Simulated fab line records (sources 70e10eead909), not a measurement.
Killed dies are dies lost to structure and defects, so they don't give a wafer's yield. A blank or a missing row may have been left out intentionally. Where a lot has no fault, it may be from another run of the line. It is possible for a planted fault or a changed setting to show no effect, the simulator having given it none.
Matching of chambers / flow nand-harc / 3 sister chambers for NHARC_A_STAIRCASE_DEP_325 on pecvd-02
The step deposits SiO2, target thk 7200 nm. 3 wafers are shown with their chamber, then 8 later ones without.

## EACH WAFER AND ITS CHAMBER
wafer=L088.4; chamber=1; heater-power-w (W)=609
wafer=L088.5; chamber=2; heater-power-w (W)=714
wafer=L091.1; chamber=0; heater-power-w (W)=880

## WAFERS WHOSE CHAMBER IS MISSING
wafer=L091.5; heater-power-w (W)=727
wafer=L091.6; heater-power-w (W)=607
wafer=L095.2; heater-power-w (W)=705
wafer=L095.3; heater-power-w (W)=925
wafer=L095.6; heater-power-w (W)=606
wafer=L096.1; heater-power-w (W)=750
wafer=L096.3; heater-power-w (W)=912
wafer=L096.4; heater-power-w (W)=616

## WHICH CHAMBER EACH WENT THROUGH
wafer=L091.5; from the rows above=2; in truth=2
wafer=L091.6; from the rows above=1; in truth=1
wafer=L095.2; from the rows above=2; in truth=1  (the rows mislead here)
wafer=L095.3; from the rows above=0; in truth=0
wafer=L095.6; from the rows above=1; in truth=1
wafer=L096.1; from the rows above=2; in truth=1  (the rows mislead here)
wafer=L096.3; from the rows above=0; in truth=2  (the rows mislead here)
wafer=L096.4; from the rows above=1; in truth=1
Placed correctly: 5 of 8. Not placeable from these rows: 0. Placed wrongly: 3.
How it was worked out, from the rows above alone: a wafer's distance from a chamber is the root of the sum, over the readings, of the square of ((its reading less the chamber's mean) divided by the reading's scatter). If the next closest chamber is less than 2 further off than the closest, the wafer can't be placed; otherwise it belongs to the closest. A chamber's mean is the mean of its shown wafers. The scatter: root of mean squared gap, hidden wafer to nearest shown wafer, with one shown wafer a chamber.
